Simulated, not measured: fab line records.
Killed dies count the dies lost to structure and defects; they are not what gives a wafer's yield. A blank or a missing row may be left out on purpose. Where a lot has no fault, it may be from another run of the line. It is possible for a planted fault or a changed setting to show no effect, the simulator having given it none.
fab line records ; flow n5_finfet
record lots=10; wafers=28; last_day=18
route steps=1938 shown FIN_SAQP@95 BEOL_M4@1111 PASSIVATION@1936
lots untouched by any fault: they come from a run of this same line in which no faults occurred
start_h: start of the lot's first displayed wafer, in hours after the record's first day ; wait_h: hours elapsed since this lot's preceding step ; " repeats the value in the row above ; L1.1+2: a row that stands for several wafers ; - either no value or no given start ; * or withheld: withheld ; < > ~ a bound
route shown NAME@n: NAME is a module with steps in the file, n the number in the route of the first one ; usual: average and standard deviation across the fault-free wafers ; same: alike in all rows ; chamber/n: place in a boat ; sites: the reading at each site ; _std_site: standard deviation across them ; _edge_site: inner sites' mean taken away from outer sites' mean ; radius_mm: for every site, how far away it sits from the centre of the wafer ; mask NAME#n: copy n ; behind: the most recent tool/chamber to have shaped the wafer ; hold: cause of the lot's hold/its duration in hours/its outcome ; device: whichever transistor did not switch (one of n, p or np) ; end of line: the same wafers' tests at the end of the route ; a step without rows: its recipe alone ; killed: count of dies lost to structure and defects at first sort (not the wafer's yield) ; map: a wafer's dies, x killed, . not, _ none there
set.NAME: the setting as run; set.NAME@STEP: as run at that earlier step ; model.NAME: the simulator's own value behind a step, which no gauge read
one table for each step of the route and one row for each wafer, over a sample of lots
services: from which hour (start_h, from the record's first day; less than 0 if before it) a tool's chamber was out of use, for how many hours, and why
## steps
# step N5_FIN_SAQP_DENSIFY_62
# recipe temp_c=700; time_s=60; ambient=N2; idle_temp_c=600; ramp_up_c_per_s=150; ramp_down_c_per_s=60; cool_to_c=600
# usual lamp_power_pct=9.86/0.054; lamp_zone_2_pct=9.846/0.01; lamp_zone_7_pct=10.265/0.011; wafer_temp_C_max=703.4/0.72
lot.wafer;tool;chamber;start_h;wait_h;lamp_power_pct;lamp_zone_2_pct;lamp_zone_7_pct;wafer_temp_C_max
L613.1;rtp_anneal-02;0;27.38;0.3;9.84;9.841;10.251;702.7
L613.4;rtp_anneal-02;0;27.38;0.3;9.86;9.837;10.290;703.2
L615.2;rtp_anneal-02;0;38.88;0.1;9.85;9.849;10.264;703.0
L615.4;rtp_anneal-02;0;38.88;0.1;9.84;9.843;10.282;703.0
L615.6;rtp_anneal-02;0;38.88;0.1;9.77;9.850;10.267;702.7
L625.2;rtp_anneal-02;0;100.50;0.2;9.81;9.854;10.261;703.8
L625.5;rtp_anneal-02;0;100.50;0.2;9.84;9.861;10.255;704.0
L625.6;rtp_anneal-02;0;100.50;0.2;9.99;9.852;10.246;703.0
L626.1;rtp_anneal-02;0;104.07;0.3;9.97;9.850;10.263;702.7
L626.3;rtp_anneal-02;0;104.07;0.3;9.86;9.856;10.270;703.6
L626.5;rtp_anneal-02;0;104.07;0.3;9.91;9.831;10.264;704.1
L628.1;rtp_anneal-01;0;116.28;0.1;9.80;9.838;10.261;703.5
L628.5;rtp_anneal-01;0;116.28;0.1;9.89;9.848;10.257;702.8
L628.6;rtp_anneal-01;0;116.28;0.1;9.84;9.844;10.272;703.6
L629.1;rtp_anneal-02;0;123.69;0.1;9.90;9.836;10.259;703.6
L629.5;rtp_anneal-02;0;123.69;0.1;9.88;9.846;10.247;703.6
L632.2;rtp_anneal-02;0;140.32;0.1;9.86;9.849;10.269;703.5
L632.4;rtp_anneal-02;0;140.32;0.1;9.78;9.838;10.279;702.5
L632.6;rtp_anneal-02;0;140.32;0.1;9.88;9.856;10.269;702.5
L633.3;rtp_anneal-01;0;148.51;0.2;9.88;9.840;10.258;702.9
L633.4;rtp_anneal-01;0;148.51;0.2;9.87;9.840;10.264;704.0
L633.6;rtp_anneal-01;0;148.51;0.2;9.83;9.847;10.261;703.0
L634.1;rtp_anneal-02;0;153.35;0.1;9.76;9.849;10.269;702.3
L634.5;rtp_anneal-02;0;153.35;0.1;9.89;9.857;10.254;702.5
L634.6;rtp_anneal-02;0;153.35;0.1;9.84;9.849;10.247;703.9
L635.4;rtp_anneal-02;0;159.61;0.3;9.86;9.833;10.264;703.6
L635.5;rtp_anneal-02;0;159.61;0.3;9.84;9.854;10.274;702.3
L635.6;rtp_anneal-02;0;159.61;0.3;9.86;9.832;10.255;702.2
# step N5_FIN_SAQP_PECVD_48
# recipe material=SiNx; target_thk_a=250; temp_c=400; precursor=SiH4/NH3/N2; pressure_torr=1.5; rf_w=300; time_s=22.1
# usual heater_power_w=732/130; showerhead_plenum_p_Torr=5.13/0.075; throttle_valve_pct=40.6/2.3
lot.wafer;tool;chamber;start_h;wait_h;heater_power_w;showerhead_plenum_p_Torr;throttle_valve_pct
L613.1;pecvd-02;1;27.76;0.0;673;5.12;42.0
L613.4;pecvd-02;0;27.76;0.0;567;5.15;39.0
L615.2;pecvd-03;1;39.25;0.0;630;5.11;44.9
L615.4;pecvd-03;1;39.25;0.0;627;5.10;44.9
L615.6;pecvd-03;1;39.25;0.0;615;5.12;44.8
L625.2;pecvd-02;0;100.86;0.0;571;5.15;39.6
L625.5;pecvd-02;0;100.86;0.0;569;5.13;39.4
L625.6;pecvd-02;1;100.86;0.0;799;5.13;42.1
L626.1;pecvd-02;2;104.45;0.0;700;5.26;42.6
L626.3;pecvd-02;1;104.45;0.0;723;5.13;42.2
L626.5;pecvd-02;2;104.45;0.0;703;5.26;42.9
L628.1;pecvd-01;0;116.66;0.0;788;5.04;41.5
L628.5;pecvd-01;2;116.66;0.0;954;5.22;37.3
L628.6;pecvd-01;0;116.66;0.0;766;5.02;41.0
L629.1;pecvd-02;0;124.07;0.0;648;5.14;39.2
L629.5;pecvd-02;1;124.07;0.0;698;5.14;42.1
L632.2;pecvd-02;1;140.69;0.0;786;5.12;42.0
L632.4;pecvd-02;1;140.69;0.0;778;5.13;42.4
L632.6;pecvd-02;1;140.69;0.0;748;5.13;42.0
L633.3;pecvd-01;1;148.85;0.0;650;5.20;40.2
L633.4;pecvd-01;0;148.85;0.0;801;5.02;41.3
L633.6;pecvd-01;2;148.85;0.0;992;5.22;37.4
L634.1;pecvd-03;0;153.74;0.0;877;5.06;40.8
L634.5;pecvd-03;2;153.74;0.0;768;5.05;38.0
L634.6;pecvd-03;1;153.74;0.0;569;5.12;45.1
L635.4;pecvd-01;0;159.94;0.0;738;5.02;41.3
L635.5;pecvd-01;2;159.94;0.0;972;5.22;37.7
L635.6;pecvd-01;1;159.94;0.0;616;5.21;40.0
# step N5_FIN_SAQP_PECVD_06
# recipe material=a-Si; target_thk_a=600; temp_c=400; precursor=SiH4/He; pressure_torr=3; rf_w=100; time_s=48.1
# usual heater_power_w=806/120; showerhead_plenum_p_Torr=5.66/0.056; throttle_valve_pct=18.5/1
lot.wafer;tool;chamber;start_h;wait_h;heater_power_w;showerhead_plenum_p_Torr;throttle_valve_pct
L613.1;pecvd-02;1;27.80;0.0;780;5.64;19.1
L613.4;pecvd-02;0;27.80;0.0;715;5.68;17.7
L615.2;pecvd-03;1;39.31;0.0;703;5.64;20.3
L615.4;pecvd-03;1;39.31;0.0;696;5.64;20.2
L615.6;pecvd-03;1;39.31;0.0;713;5.64;20.2
L625.2;pecvd-02;0;100.90;0.0;728;5.65;18.1
L625.5;pecvd-02;0;100.90;0.0;737;5.66;18.0
L625.6;pecvd-02;1;100.90;0.0;820;5.65;19.2
L626.1;pecvd-02;2;104.49;0.0;773;5.77;19.6
L626.3;pecvd-02;1;104.49;0.0;839;5.65;19.1
L626.5;pecvd-02;2;104.49;0.0;779;5.76;19.4
L628.1;pecvd-01;0;116.70;0.0;841;5.57;18.6
L628.5;pecvd-01;2;116.70;0.0;1093;5.71;17.1
L628.6;pecvd-01;0;116.70;0.0;824;5.60;18.8
L629.1;pecvd-02;0;124.11;0.0;624;5.67;18.0
L629.5;pecvd-02;1;124.11;0.0;855;5.66;19.0
L632.2;pecvd-02;1;140.75;0.0;775;5.66;19.3
L632.4;pecvd-02;1;140.75;0.0;798;5.66;19.2
L632.6;pecvd-02;1;140.75;0.0;785;5.65;19.4
L633.3;pecvd-01;1;148.89;0.0;645;5.72;18.1
L633.4;pecvd-01;0;148.89;0.0;795;5.60;18.8
L633.6;pecvd-01;2;148.89;0.0;953;5.72;16.7
L634.1;pecvd-03;0;153.78;0.0;907;5.61;18.5
L634.5;pecvd-03;2;153.78;0.0;800;5.59;17.2
L634.6;pecvd-03;1;153.78;0.0;726;5.64;20.3
L635.4;pecvd-01;0;159.98;0.0;828;5.58;18.8
L635.5;pecvd-01;2;159.98;0.0;1084;5.72;17.2
L635.6;pecvd-01;1;159.98;0.0;726;5.70;18.1
# step N5_FIN_SAQP_EXPOSE_13
# recipe mask_id=FIN_CORE; na=1.35; source_shape=dipole; sigma_inner=0.538; sigma_outer=0.738; polarization=te; target_cd_nm=35.6; dose_mj=63.25
# usual exposure_dose_mJ_cm2=63.24/0.064
lot.wafer;tool;chamber;start_h;wait_h;mask;exposure_dose_mJ_cm2
L613.1;arfi_scanner-03;0;28.16;-;FIN_CORE#0;63.29
L613.4;arfi_scanner-03;0;28.16;-;FIN_CORE#0;63.30
L615.2;arfi_scanner-02;0;39.79;-;FIN_CORE#0;63.10
L615.4;arfi_scanner-02;0;39.79;-;FIN_CORE#0;63.22
L615.6;arfi_scanner-02;0;39.79;-;FIN_CORE#0;63.21
L625.2;arfi_scanner-02;0;101.23;-;FIN_CORE#0;65.38
L625.5;arfi_scanner-02;0;101.23;-;FIN_CORE#0;65.43
L625.6;arfi_scanner-02;0;101.23;-;FIN_CORE#0;65.52
L626.1;arfi_scanner-02;0;104.81;-;FIN_CORE#0;64.98
L626.3;arfi_scanner-02;0;104.81;-;FIN_CORE#0;65.02
L626.5;arfi_scanner-02;0;104.81;-;FIN_CORE#0;65.05
L628.1;arfi_scanner-03;0;117.02;-;FIN_CORE#0;63.24
L628.5;arfi_scanner-03;0;117.02;-;FIN_CORE#0;63.28
L628.6;arfi_scanner-03;0;117.02;-;FIN_CORE#0;63.28
L629.1;arfi_scanner-01;0;124.56;-;FIN_CORE#0;63.29
L629.5;arfi_scanner-01;0;124.56;-;FIN_CORE#0;63.32
L632.2;arfi_scanner-03;0;141.23;-;FIN_CORE#0;63.11
L632.4;arfi_scanner-03;0;141.23;-;FIN_CORE#0;63.15
L632.6;arfi_scanner-03;0;141.23;-;FIN_CORE#0;63.16
L633.3;arfi_scanner-03;0;149.22;-;FIN_CORE#0;63.22
L633.4;arfi_scanner-03;0;149.22;-;FIN_CORE#0;63.20
L633.6;arfi_scanner-03;0;149.22;-;FIN_CORE#0;63.18
L634.1;arfi_scanner-01;0;154.23;-;FIN_CORE#0;63.28
L634.5;arfi_scanner-01;0;154.23;-;FIN_CORE#0;63.34
L634.6;arfi_scanner-01;0;154.23;-;FIN_CORE#0;63.27
L635.4;arfi_scanner-01;0;160.30;-;FIN_CORE#0;63.16
L635.5;arfi_scanner-01;0;160.30;-;FIN_CORE#0;63.22
L635.6;arfi_scanner-01;0;160.30;-;FIN_CORE#0;63.21
# step N5_BEOL_M4_RC_MEAS_101
# usual DIBL_N=36.6/2.3; DIBL_P=36.3/2.8; IOFF_N=0.17/0.047; IOFF_P=0.22/0.048; ION_N=676/14; ION_P=463/9.4; SS_N=71.6/0.84; SS_P=73.4/0.85; VT_N=249/3.7; VT_P=-249/3.6
lot.wafer;tool;chamber;start_h;wait_h;DIBL_N[mV/V];DIBL_P[mV/V];IOFF_N[nA/um];IOFF_P[nA/um];ION_N[uA/um];ION_P[uA/um];SS_N[mV/dec];SS_P[mV/dec];VT_N[mV];VT_P[mV]
L613.1;prober-01;0;179.42;0.0;36.9;36.2;0.16;0.22;660;461;71.9;73.2;249;-249
L613.4;prober-01;0;179.42;0.0;35.2;33.8;0.14;0.19;671;462;71.6;72.3;254;-254
L615.2;prober-01;0;183.49;0.2;40.4;40.0;0.26;0.29;687;462;72.7;74.0;244;-246
L615.4;prober-01;0;183.49;0.2;39.9;40.6;0.26;0.30;703;478;72.6;74.3;241;-244
L615.6;prober-01;0;183.49;0.2;40.9;40.4;0.29;0.29;703;477;72.7;73.8;242;-245
L625.2;prober-01;0;243.68;0.2;35.0;34.5;0.13;0.19;654;454;70.9;73.1;254;-252
L625.5;prober-01;0;243.68;0.2;38.1;37.2;0.17;0.21;655;447;72.1;73.7;251;-252
L625.6;prober-01;0;243.68;0.2;40.1;40.0;0.22;0.27;697;473;72.7;74.5;247;-248
L626.1;prober-02;0;245.77;0.0;37.5;38.0;0.18;0.22;675;463;72.5;73.7;247;-249
L626.3;prober-02;0;245.77;0.0;36.7;38.0;0.15;0.22;657;458;72.2;73.2;250;-250
L626.5;prober-02;0;245.77;0.0;34.2;35.2;0.12;0.18;660;461;70.7;72.0;252;-252
L628.1;prober-01;0;256.30;0.0;33.3;32.6;0.13;0.16;682;461;70.5;72.5;251;-251
L628.5;prober-01;0;256.30;0.0;34.6;34.2;0.14;0.18;661;447;70.8;72.3;251;-250
L628.6;prober-01;0;256.30;0.0;34.8;35.1;0.16;0.19;691;467;71.2;73.3;248;-247
L629.1;prober-02;0;265.61;0.0;39.0;40.8;0.24;0.32;689;475;72.3;74.6;241;-241
L629.5;prober-02;0;265.61;0.0;37.3;36.9;0.20;0.24;683;471;72.7;74.1;247;-248
L633.3;prober-02;0;291.28;0.3;36.4;35.4;0.16;0.19;668;458;71.6;72.9;250;-252
L633.4;prober-02;0;291.28;0.3;34.7;33.0;0.13;0.17;688;471;71.2;72.6;250;-251
L633.6;prober-02;0;291.28;0.3;36.7;35.2;0.16;0.20;681;469;71.7;73.6;252;-248
L632.2;prober-02;0;295.01;0.2;35.8;32.8;0.16;0.16;665;450;71.0;72.8;249;-256
L632.4;prober-02;0;295.01;0.2;35.3;35.1;0.15;0.19;659;446;71.2;72.9;247;-252
L632.6;prober-02;0;295.01;0.2;33.0;32.1;0.12;0.16;671;462;71.2;71.8;252;-254
L634.1;prober-01;0;309.81;0.0;40.5;41.1;0.25;0.29;671;459;72.9;75.4;244;-249
L634.5;prober-01;0;309.81;0.0;39.5;40.5;0.24;0.27;674;458;72.5;74.9;243;-250
L634.6;prober-01;0;309.81;0.0;38.0;36.5;0.18;0.21;674;455;72.3;74.3;248;-253
L635.4;prober-02;0;310.46;0.5;39.1;40.3;0.23;0.30;704;479;72.8;74.6;243;-245
L635.5;prober-02;0;310.46;0.5;33.5;33.6;0.14;0.18;688;474;71.2;73.0;248;-249
L635.6;prober-02;0;310.46;0.5;38.9;37.9;0.22;0.25;683;468;72.8;73.7;246;-244
# step N5_PASSIVATION_PROBE_49
# usual defect_limited_yield=91.5/1.5; killed_at_M0_to_M3=33/9.9; killed_at_M4_up=14/5.2; killed_at_contacts=11/5.2; killed_at_front_end=38/10; killed_at_other=4/3.5; killed_dies=100/18; killed_open=66/14; killed_short=32/6.9; sort_bin_5_function=5.0/1; sort_bin_6_memory=3.1/0.69; sort_n_pass=1080/18; sort_yield_pct=91.5/1.5
# same gross_dies=1180; killed_at_back_side=0; sort_bin_4_leakage[%]=0; sort_bin_8_speed[%]=0
lot.wafer;tool;chamber;start_h;wait_h;defect_limited_yield[%];killed_at_M0_to_M3;killed_at_M4_up;killed_at_contacts;killed_at_front_end;killed_at_other;killed_dies;killed_open;killed_short;sort_bin_5_function[%];sort_bin_6_memory[%];sort_n_pass;sort_yield_pct[%]
L625.2;prober-02;-;351.69;0.1;94.0;29;13;7;20;2;71;56;15;3.7;2.2;1109;94.0
# killed by level:class
L625.2 MOL_CONTACT_COAG:geometric_particle:open=7 BEOL_M0_SAQP:geometric_particle:open=7 STI_FIN_REVEAL:geometric_particle:open=6 BEOL_M2:geometric_particle:open=6 BEOL_M4:geometric_particle:open=6 GATE_CUT:geometric_particle:short=5 BEOL_M1:geometric_particle:open=5 BEOL_M3:geometric_particle:open=4
## services
tool;chamber;start_h;hours;kind
arfi_scanner-02;-;18.19;1.0;pm
pecvd-03;2;21.12;-;clean
pecvd-03;2;21.12;-;consumable_replace:showerhead
pecvd-03;2;21.12;29.0;scheduled_down
pecvd-03;2;21.12;29.0;vent_cycle
pecvd-03;-;26.43;0.7;repair
arfi_scanner-02;-;37.74;1.0;repair
arfi_scanner-02;-;41.19;1.3;pm
arfi_scanner-03;-;58.35;1.0;pm
arfi_scanner-03;-;61.98;1.0;pm
pecvd-02;0;63.30;5.5;scheduled_down
arfi_scanner-02;-;64.94;0.8;pm
rtp_anneal-01;-;66.36;4.0;pm
rtp_anneal-02;-;70.39;1.5;pm
arfi_scanner-03;-;74.18;0.8;pm
arfi_scanner-01;-;78.90;0.8;pm
arfi_scanner-01;-;103.76;1.3;pm
pecvd-01;1;105.05;5.5;scheduled_down
arfi_scanner-03;-;107.00;1.3;pm
pecvd-01;-;112.20;0.3;repair
pecvd-02;2;125.40;18.7;repair
pecvd-03;2;148.46;2.1;scheduled_down
arfi_scanner-01;-;149.11;3.5;repair
arfi_scanner-02;-;149.97;1.0;pm
## key
first_sign step=N5_FIN_SAQP_EXPOSE_13; reading=exposure_dose_mJ_cm2; direction=up; sigmas=31; usual=63.24; struck=65.23
effect none on later readings
met_at N5_FIN_SAQP_EXPOSE_13
struck_lots L625,L626
loop_trim step=N5_FIN_SAQP_EXPOSE_13; setting=dose; lots=L626
not_acting_at N5_FIN_SAQP_DENSIFY_62,N5_FIN_SAQP_PECVD_48,N5_FIN_SAQP_PECVD_06
onset_between 39.79 101.23
fault kind=process_parameter_drift; tool=arfi_scanner-02; chamber=-; onset_h=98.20; steps=N5_FIN_SAQP_EXPOSE_13; channel=dose_mj; offset=2.2408; shape=step; acts_in=these_recipes_only; stated=63.25
# loop_trim: a control loop set the setting to another value than it would have without faults
